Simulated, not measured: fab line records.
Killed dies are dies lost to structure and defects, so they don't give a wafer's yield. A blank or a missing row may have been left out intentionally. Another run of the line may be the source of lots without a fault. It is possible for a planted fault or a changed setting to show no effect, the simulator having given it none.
One fault through the eyes of 3 desks + flow nand harc + every desk sees just its own numbers, and what lay behind them comes last

## THE METROLOGY DESK
What the gauges read, lot by lot, whatever tool the lot ran on: means of the sampled wafers that have a number. The brackets show how far a lot's mean lies from the usual mean; more than 4 standard deviations puts the lot out of limits, marked OUT.
Columns: A = trench depth nm at NHARC_P_STI_OCD_MEAS_17, usual 301 nm; B = trench foot cd nm at NHARC_P_STI_OCD_MEAS_17, usual 157.6 nm
| lot  | first seen here | A   | B     |
|------|-----------------|-----|-------|
| L119 | day 3 17:23     | 302 | 160.4 |
| L120 | day 4 03:59     | 300 | 157.6 |
| L121 | day 4 14:19     | 303 | 157.2 |
| L123 | day 5 11:02     | 303 | 157.4 |
| L125 | day 6 09:21     | 298 | 158.8 |
| L126 | day 6 20:12     | 303 | 157.4 |
| L127 | day 7 04:29     | 303 | 160.8 |
| L134 | day 9 23:37     | 301 | 159.1 |
| L135 | day 10 09:25    | 304 | 156.5 |
| L136 | day 10 18:05    | 296 | 157.7 |
| L139 | day 12 03:55    | 298 | 156.6 |
| L140 | day 12 14:47    | 298 | 156.8 |
This desk's finding: nothing out of limits on any of the 12 lots.

## FOR THE TOOL OWNER'S DESK: rie diel-06
The tool's own readings at NHARC_P_STI_ETCH_42 (etches the open film in N2/H2, target depth 80 nm, overetch 24 nm, time 61 s): means of the sampled wafers that have a number, for each lot that ran on this tool. The brackets show how far a lot's mean lies from the usual mean; more than 4 standard deviations puts the lot out of limits, marked OUT.
Columns: A = drypump motor current A at NHARC_P_STI_ETCH_42, usual 5.9 A; B = h2 flow sccm at NHARC_P_STI_ETCH_42, usual 150.0 sccm; C = oes product au at NHARC_P_STI_ETCH_42, usual 1.000 a.u.; D = rf vpp V at NHARC_P_STI_ETCH_42, usual 432.1 V; E = run length s at NHARC_P_STI_ETCH_42, usual 82.4 s; F = showerhead plenum p Torr at NHARC_P_STI_ETCH_42, usual 2.09 Torr; G = throttle valve pct at NHARC_P_STI_ETCH_42, usual 14.171 %
| lot  | first seen here | A   | B     | C     | D     | E               | F    | G      |
|------|-----------------|-----|-------|-------|-------|-----------------|------|--------|
| L121 | day 4 13:49     | 5.9 | 149.6 | 1.001 | 432.3 | 82.7            | 2.11 | 14.163 |
| L123 | day 5 10:34     | 5.9 | 149.9 | 1.016 | 432.2 | 82.4            | 2.11 | 14.179 |
| L125 | day 6 08:53     | 5.9 | 150.4 | 1.003 | 432.7 | 76.9 (-8.8) OUT | 2.12 | 14.164 |
| L126 | day 6 19:46     | 5.5 | 149.9 | 1.002 | 433.1 | 71.7 (-17) OUT  | 2.12 | 14.167 |
| L127 | day 7 04:02     | 5.9 | 150.3 | 1.005 | 432.8 | 77.0 (-8.6) OUT | 2.12 | 14.176 |
| L135 | day 10 08:59    | 5.5 | 150.2 | 0.999 | 432.8 | 81.6            | 2.12 | 14.179 |
| L139 | day 12 03:29    | 5.9 | 149.6 | 1.004 | 432.0 | 82.2            | 2.11 | 14.162 |
| L140 | day 12 14:22    | 6.1 | 149.7 | 0.994 | 432.5 | 82.7            | 2.11 | 14.174 |
This desk's verdict: out of limits on L125, L126, L127, starting with L125 at day 6 08:53 (run length s at NHARC_P_STI_ETCH_42). L121, L123, L135, L139, L140 stayed within limits.

## THE DEFECT DESK
Per lot, the means of the sampled wafers with a number show what the inspections along the route counted. The brackets show how far a lot's mean lies from the usual mean; more than 4 standard deviations puts the lot out of limits, marked OUT.
Columns: A = raw defect count at NHARC_P_STI_INSPECT_11, usual 5.6
| lot  | first seen here | A   |
|------|-----------------|-----|
| L119 | day 3 16:41     | 7.0 |
| L120 | day 4 03:17     | 5.3 |
| L121 | day 4 13:35     | 7.7 |
| L123 | day 5 10:21     | 3.7 |
| L125 | day 6 08:39     | 4.3 |
| L126 | day 6 19:32     | 3.0 |
| L127 | day 7 03:49     | 5.3 |
| L134 | day 9 22:55     | 5.3 |
| L135 | day 10 08:46    | 7.7 |
| L136 | day 10 17:25    | 5.7 |
| L139 | day 12 03:16    | 5.0 |
| L140 | day 12 14:07    | 5.3 |
This desk's finding: nothing out of limits on any of the 12 lots.

## BROUGHT TOGETHER
At day 6 08:53, on L125, L126, L127, the tool owner's desk was in a position to raise an alarm.
Metrology desk: nothing out of limits seen.
Nothing the defect desk looked at was out of limits.
The metrology desk holds a record of L125, L126, L127, inside its limits.
The defect desk has L125, L126, L127 on record, within its limits.
Every lot named ran NHARC_P_STI_ETCH_42 on rie diel-06.

## WHAT WAS PUT IN BY THE SIMULATOR
rie diel-06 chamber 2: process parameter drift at NHARC_P_STI_ETCH_42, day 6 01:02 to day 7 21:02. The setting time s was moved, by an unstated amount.
Struck lots among those shown: L125, L126, L127.
How many hours passed from the start of the fault until each desk's first out-of-limits reading: the tool owner's desk, 8.
